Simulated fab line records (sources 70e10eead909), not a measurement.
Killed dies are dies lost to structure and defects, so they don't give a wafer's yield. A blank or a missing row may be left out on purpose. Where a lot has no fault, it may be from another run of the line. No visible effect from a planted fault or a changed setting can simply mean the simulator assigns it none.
The tool behind it: which one? + flow nand_harc + Sampling: 15 lots, 45 wafers, 5 of 1159 route steps

## WHAT THE GAUGES SHOWED, per wafer
NHARC_A_SOURCE_PLATE_THK_MEAS_06: measures by ellipsometry. Usual: thk_nm reads 199.8 nm (standard deviation 2).
| lot  | measured     | on            | thk_nm (nm)       | flag |
|------|--------------|---------------|-------------------|------|
| L810 | day 8 00:48  | film_metro-01 | 200.4 202.0 198.6 |      |
| L811 | day 8 04:53  | film_metro-01 | 199.5 197.5 200.9 |      |
| L813 | day 8 10:06  | film_metro-01 | 197.6 198.8 194.3 |      |
| L812 | day 8 10:06  | film_metro-02 | 198.6 199.5 200.9 |      |
| L814 | day 8 20:21  | film_metro-02 | 201.9 199.6 199.7 |      |
| L815 | day 8 20:21  | film_metro-01 | 200.7 200.5 199.7 |      |
| L817 | day 9 05:37  | film_metro-02 | 200.9 202.3 200.9 |      |
| L819 | day 9 16:37  | film_metro-01 | 196.9 197.0 197.4 |      |
| L818 | day 9 16:37  | film_metro-02 | 195.3 197.4 196.8 |      |
| L828 | day 12 01:08 | film_metro-02 | 203.6 198.1 201.3 |      |
| L829 | day 12 10:52 | film_metro-01 | 199.8 200.8 200.4 |      |
| L831 | day 12 15:24 | film_metro-02 | 200.5 199.7 201.8 |      |
| L830 | day 12 15:24 | film_metro-01 | 199.8 202.3 201.6 |      |
| L832 | day 12 15:25 | film_metro-02 | 202.3 199.5 202.3 |      |
| L833 | day 13 06:56 | film_metro-01 | 198.2 199.3 201.8 |      |

NHARC_A_CHANNEL_HOLE_D1_CD_MEAS_30. Usual: cd_nm reads 89.4 nm (standard deviation 1.5).
| lot  | measured     | on        | cd_nm (nm)     | flag |
|------|--------------|-----------|----------------|------|
| L810 | day 9 00:29  | cd_sem-03 | 87.6 91.2 89.4 |      |
| L811 | day 9 03:13  | cd_sem-02 | 90.6 87.4 89.2 |      |
| L813 | day 9 08:56  | cd_sem-01 | 88.2 90.2 85.3 |      |
| L812 | day 9 09:05  | cd_sem-02 | 92.3 89.5 89.0 |      |
| L814 | day 9 20:29  | cd_sem-01 | 90.1 89.0 89.5 |      |
| L815 | day 9 20:47  | cd_sem-03 | 87.2 87.3 88.6 |      |
| L817 | day 10 05:32 | cd_sem-02 | 0.0 0.7 -0.1   | OFF  |
| L819 | day 10 17:01 | cd_sem-01 | 1.2 0.5 0.5    | OFF  |
| L818 | day 10 15:06 | cd_sem-02 | 0.4 0.3 0.9    | OFF  |
| L828 | day 13 03:41 | cd_sem-02 | 88.1 88.6 88.7 |      |
| L829 | day 13 15:49 | cd_sem-02 | 90.8 91.1 89.1 |      |
| L831 | day 13 18:19 | cd_sem-02 | 90.4 89.6 90.7 |      |
| L830 | day 13 20:00 | cd_sem-01 | 90.9 88.6 88.6 |      |
| L832 | day 13 14:07 | cd_sem-02 | 92.6 91.3 91.8 |      |
| L833 | day 14 08:41 | cd_sem-01 | 89.2 88.4 88.1 |      |

## WHICH TOOL RAN EACH LOT (tool, then ch and the chambers of the sampled wafers, then the start)
| lot  | NHARC_A_CHANNEL_HOLE_D1_ETCH_16               | NHARC_A_CHANNEL_HOLE_D1_ETCH_21  | NHARC_A_CHANNEL_HOLE_D1_ETCH_44    |
|------|-----------------------------------------------|----------------------------------|------------------------------------|
| L810 | rie_diel-06 ch 2,3, day 8 19:25 or earlier    | har_etch-01 ch 0,1, day 8 19:25  | rie_diel-06 ch 0,2, day 8 23:42    |
| L811 | rie_diel-12 ch 0,1,3, day 8 22:08 or earlier  | har_etch-02 ch 0,1, day 8 22:08  | rie_diel-12 ch 0,3, day 9 02:25    |
| L813 | rie_diel-06 ch 0,3, day 9 03:55 or earlier    | har_etch-01 ch 0, day 9 03:55    | rie_diel-12 ch 1,3, day 9 08:08    |
| L812 | rie_diel-02 ch 0,1,2, day 9 04:04 or earlier  | har_etch-02 ch 0,1, day 9 04:04  | rie_diel-06 ch 1,2,3, day 9 08:17  |
| L814 | rie_diel-02 ch 0,1,3, day 9 15:27 or earlier  | har_etch-01 ch 0,1, day 9 15:27  | rie_diel-06 ch 0,2,3, day 9 19:41  |
| L815 | rie_diel-06 ch 0,2, day 9 15:51 or earlier    | har_etch-02 ch 0,1, day 9 15:51  | rie_diel-12 ch 0,1,2, day 9 20:01  |
| L817 | rie_diel-12 ch 0,1,3, day 9 23:45 or earlier  | har_etch-02 ch 0,1, day 9 23:45  | rie_diel-06 ch 0,1,2, day 10 04:44 |
| L819 | rie_diel-12 ch 1,2, day 10 12:07 or earlier   | har_etch-02 ch 0,1, day 10 12:07 | rie_diel-06 ch 0,2,3, day 10 16:13 |
| L818 | rie_diel-02 ch 0,1,3, day 10 10:03 or earlier | har_etch-01 ch 0,1, day 10 10:03 | rie_diel-12 ch 0,2, day 10 14:18   |
| L828 | rie_diel-12 ch 0,2,3, day 12 22:40 or earlier | har_etch-01 ch 0,1, day 12 22:40 | rie_diel-12 ch 0,1,2, day 13 02:53 |
| L829 | rie_diel-06 ch 1,2, day 13 10:34 or earlier   | har_etch-01 ch 0, day 13 10:34   | rie_diel-12 ch 0,1,2, day 13 14:55 |
| L831 | rie_diel-02 ch 1,2, day 13 13:11 or earlier   | har_etch-02 ch 0,1, day 13 13:11 | rie_diel-06 ch 1,2, day 13 17:31   |
| L830 | rie_diel-12 ch 0,1, day 13 14:53 or earlier   | har_etch-01 ch 0,1, day 13 14:53 | rie_diel-12 ch 0,1,2, day 13 19:07 |
| L832 | rie_diel-02 ch 2,3, day 13 09:06 or earlier   | har_etch-02 ch 0,1, day 13 09:06 | rie_diel-06 ch 0,1,3, day 13 13:20 |
| L833 | rie_diel-12 ch 0,1,2, day 14 03:36 or earlier | har_etch-02 ch 0,1, day 14 03:36 | rie_diel-12 ch 0,1,3, day 14 07:54 |
- NHARC_A_CHANNEL_HOLE_D1_ETCH_16: etches the open film in O2/COS, target depth 3100 nm, time 806 s.
- NHARC_A_CHANNEL_HOLE_D1_ETCH_21: etches the open film in C4F8/O2/Ar, time 514.3 s, target depth 1600 nm.
- NHARC_A_CHANNEL_HOLE_D1_ETCH_44: etches the open film in CF4/O2, target depth 140 nm, overetch 14 nm, time 77 s.

## WHAT THE TOOLS THEMSELVES READ (means of the sampled wafers that have a number; where no wafer has one, the mark that the record gives instead)
NHARC_A_CHANNEL_HOLE_D1_ETCH_16. Usual: bias_w 299.8 W, standard deviation 0.84; chamber_pressure_mTorr 20.000 mTorr, standard deviation 0.019; drypump_motor_current_A 5.9 A, standard deviation 0.43; oes_product_au 0.993 a.u., standard deviation 0.0081; rf_vpp_V 314.7 V, standard deviation 2.1; showerhead_plenum_p_Torr 3.16 Torr, standard deviation 0.13; throttle_valve_pct 28.329 %, standard deviation 0.0087.
| lot  | tool        | bias_w (W) | chamber_pressure_mTorr (mTorr) | drypump_motor_current_A (A) | oes_product_au (a.u.) | rf_vpp_V (V) | showerhead_plenum_p_Torr (Torr) | throttle_valve_pct (%) | flag |
|------|-------------|------------|--------------------------------|-----------------------------|-----------------------|--------------|---------------------------------|------------------------|------|
| L810 | rie_diel-06 | 300.0      | 19.987                         | 5.6                         | 0.997                 | 316.6        | 3.29                            | 28.327                 |      |
| L811 | rie_diel-12 | 300.3      | 19.994                         | 5.7                         | 0.991                 | 314.9        | 3.13                            | 28.324                 |      |
| L813 | rie_diel-06 | 299.5      | 20.011                         | 6.5                         | 1.002                 | 312.6        | 3.04                            | 28.326                 |      |
| L812 | rie_diel-02 | 299.8      | 20.006                         | 5.9                         | 0.993                 | 316.2        | 3.22                            | 28.330                 |      |
| L814 | rie_diel-02 | 299.6      | 19.970                         | 5.9                         | 0.997                 | 314.9        | 3.18                            | 28.324                 |      |
| L815 | rie_diel-06 | 299.1      | 20.003                         | 5.6                         | 0.990                 | 315.3        | 3.20                            | 28.338                 |      |
| L817 | rie_diel-12 | 299.9      | 20.000                         | 5.7                         | 0.994                 | 313.7        | 3.13                            | 28.329                 |      |
| L819 | rie_diel-12 | 299.8      | 20.004                         | 5.6                         | 0.993                 | 316.9        | 3.31                            | 28.329                 |      |
| L818 | rie_diel-02 | 300.1      | 19.997                         | 5.9                         | 0.999                 | 314.9        | 3.18                            | 28.333                 |      |
| L828 | rie_diel-12 | 300.9      | 20.002                         | 5.9                         | 0.991                 | 314.5        | 3.15                            | 28.334                 |      |
| L829 | rie_diel-06 | 299.6      | 20.001                         | 5.5                         | 0.987                 | 314.9        | 3.19                            | 28.322                 |      |
| L831 | rie_diel-02 | 299.5      | 19.996                         | 5.8                         | 0.993                 | 314.7        | 3.21                            | 28.334                 |      |
| L830 | rie_diel-12 | 299.8      | 19.983                         | 5.5                         | 0.993                 | 315.0        | 3.15                            | 28.326                 |      |
| L832 | rie_diel-02 | 299.6      | 20.006                         | 5.8                         | 1.003                 | 315.1        | 3.19                            | 28.334                 |      |
| L833 | rie_diel-12 | 300.1      | 19.993                         | 5.6                         | 0.993                 | 315.6        | 3.23                            | 28.317                 |      |

NHARC_A_CHANNEL_HOLE_D1_ETCH_21. Usual: c4f8_flow_sccm 89.29 sccm, standard deviation 0.27; chamber_pressure_mTorr 20.003 mTorr, standard deviation 0.018; drypump_motor_current_A 5.6 A, standard deviation 0.51; esc_clamp_current_uA 0.02165, standard deviation 0.00029; showerhead_plenum_p_Torr 3.78 Torr, standard deviation 0.11; throttle_valve_pct 32.155 %, standard deviation 0.0084.
| lot  | tool        | c4f8_flow_sccm (sccm) | chamber_pressure_mTorr (mTorr) | drypump_motor_current_A (A) | esc_clamp_current_uA | showerhead_plenum_p_Torr (Torr) | throttle_valve_pct (%) | flag |
|------|-------------|-----------------------|--------------------------------|-----------------------------|----------------------|---------------------------------|------------------------|------|
| L810 | har_etch-01 | 89.55                 | 19.998                         | 6.1                         | 0.02129              | 3.75                            | 32.166                 |      |
| L811 | har_etch-02 | 89.17                 | 20.001                         | 5.1                         | 0.02186              | 3.87                            | 32.155                 |      |
| L813 | har_etch-01 | 89.39                 | 20.011                         | 5.7                         | 0.02161              | 3.60                            | 32.152                 |      |
| L812 | har_etch-02 | 89.76                 | 20.015                         | 5.1                         | 0.02192              | 3.87                            | 32.160                 |      |
| L814 | har_etch-01 | 89.21                 | 19.987                         | 6.1                         | 0.02131              | 3.75                            | 32.153                 |      |
| L815 | har_etch-02 | 89.64                 | 20.013                         | 5.1                         | 0.02184              | 3.87                            | 32.166                 |      |
| L817 | har_etch-02 | -                     | -                              | -                           | -                    | -                               | -                      | OFF  |
| L819 | har_etch-02 | -                     | -                              | -                           | -                    | -                               | -                      | OFF  |
| L818 | har_etch-01 | -                     | -                              | -                           | -                    | -                               | -                      | OFF  |
| L828 | har_etch-01 | 89.08                 | 20.001                         | 6.1                         | 0.02138              | 3.73                            | 32.158                 |      |
| L829 | har_etch-01 | 89.57                 | 20.001                         | 5.7                         | 0.02162              | 3.58                            | 32.149                 |      |
| L831 | har_etch-02 | 89.17                 | 20.012                         | 5.1                         | 0.02193              | 3.84                            | 32.160                 |      |
| L830 | har_etch-01 | 89.52                 | 20.012                         | 6.1                         | 0.02137              | 3.72                            | 32.150                 |      |
| L832 | har_etch-02 | 89.21                 | 20.009                         | 5.1                         | 0.02197              | 3.84                            | 32.149                 |      |
| L833 | har_etch-02 | 89.36                 | 20.001                         | 5.1                         | 0.02189              | 3.84                            | 32.151                 |      |

NHARC_A_CHANNEL_HOLE_D1_ETCH_44. Usual: bias_w 99.97 W, standard deviation 0.3; cf4_flow_sccm 80.01 sccm, standard deviation 0.24; drypump_motor_current_A 5.9 A, standard deviation 0.48; oes_product_au 0.991 a.u., standard deviation 0.0079; rf_vpp_V 198.1 V, standard deviation 1.5; showerhead_plenum_p_Torr 1.35 Torr, standard deviation 0.064; throttle_valve_pct 13.398 %, standard deviation 0.01.
| lot  | tool        | bias_w (W) | cf4_flow_sccm (sccm) | drypump_motor_current_A (A) | oes_product_au (a.u.) | rf_vpp_V (V) | showerhead_plenum_p_Torr (Torr) | throttle_valve_pct (%) | flag |
|------|-------------|------------|----------------------|-----------------------------|-----------------------|--------------|---------------------------------|------------------------|------|
| L810 | rie_diel-06 | 100.04     | 79.99                | 5.6                         | 0.993                 | 198.9        | 1.37                            | 13.390                 |      |
| L811 | rie_diel-12 | 100.00     | 79.89                | 5.9                         | 0.989                 | 197.3        | 1.32                            | 13.400                 |      |
| L813 | rie_diel-12 | 100.41     | 80.13                | 6.0                         | 0.993                 | 197.4        | 1.33                            | 13.392                 |      |
| L812 | rie_diel-06 | 100.07     | 80.00                | 5.9                         | 0.994                 | 198.4        | 1.36                            | 13.387                 |      |
| L814 | rie_diel-06 | 99.97      | 79.80                | 6.1                         | 1.004                 | 198.6        | 1.36                            | 13.399                 |      |
| L815 | rie_diel-12 | 99.69      | 79.90                | 5.5                         | 1.001                 | 198.2        | 1.38                            | 13.411                 |      |
| L817 | rie_diel-06 | 99.83      | 80.19                | 5.9                         | 0.994                 | 198.1        | 1.31                            | 13.410                 |      |
| L819 | rie_diel-06 | 100.09     | 79.97                | 6.1                         | 0.996                 | 198.3        | 1.35                            | 13.386                 |      |
| L818 | rie_diel-12 | 99.83      | 80.07                | 5.7                         | 0.995                 | 198.9        | 1.39                            | 13.389                 |      |
| L828 | rie_diel-12 | 99.82      | 79.92                | 5.6                         | 0.993                 | 199.2        | 1.38                            | 13.405                 |      |
| L829 | rie_diel-12 | 99.96      | 80.02                | 5.5                         | 0.986                 | 198.7        | 1.38                            | 13.401                 |      |
| L831 | rie_diel-06 | 99.93      | 80.05                | 5.8                         | 0.983                 | 197.4        | 1.31                            | 13.400                 |      |
| L830 | rie_diel-12 | 99.86      | 80.04                | 5.5                         | 0.983                 | 199.6        | 1.38                            | 13.398                 |      |
| L832 | rie_diel-06 | 99.99      | 79.96                | 6.4                         | 0.996                 | 197.3        | 1.30                            | 13.399                 |      |
| L833 | rie_diel-12 | 100.14     | 80.17                | 5.7                         | 0.978                 | 197.2        | 1.34                            | 13.393                 |      |

## THE ANSWER, worked out from the rows above alone
Rule: a lot counts as off when the mean over its wafers that have a number is more than 3 standard deviations away from the usual mean. Also off: a lot with no number at a reading for which 4 or more lots have one. All remaining lots with rows at the step are treated as sound. The gauges are gone through in route order, then the tools' own readings, and for those a lot's mean is taken as printed above. The first step at which some lot is off is used, and at that step the reading that is off furthest; a lot without a number counts as furthest.
Off: L817, L819, L818, at NHARC_A_CHANNEL_HOLE_D1_CD_MEAS_30 (cd_nm).
A tool fits if, at a process step before that reading, it ran every lot that is off, and no sound lot after the first of them. Not tried: the gauges at NHARC_A_CHANNEL_HOLE_D1_CD_MEAS_30; whatever is off there is also off at NHARC_A_CHANNEL_HOLE_D1_ETCH_21, on other tools, and gauge error can't account for it. Because NHARC_A_CHANNEL_HOLE_D1_ETCH_16 lacks a start for some lots, the hours and order of its lots are taken from NHARC_A_CHANNEL_HOLE_D1_ETCH_21. Not one of the candidates tried fits.

## WHAT HAD BEEN PUT IN BY THE SIMULATOR
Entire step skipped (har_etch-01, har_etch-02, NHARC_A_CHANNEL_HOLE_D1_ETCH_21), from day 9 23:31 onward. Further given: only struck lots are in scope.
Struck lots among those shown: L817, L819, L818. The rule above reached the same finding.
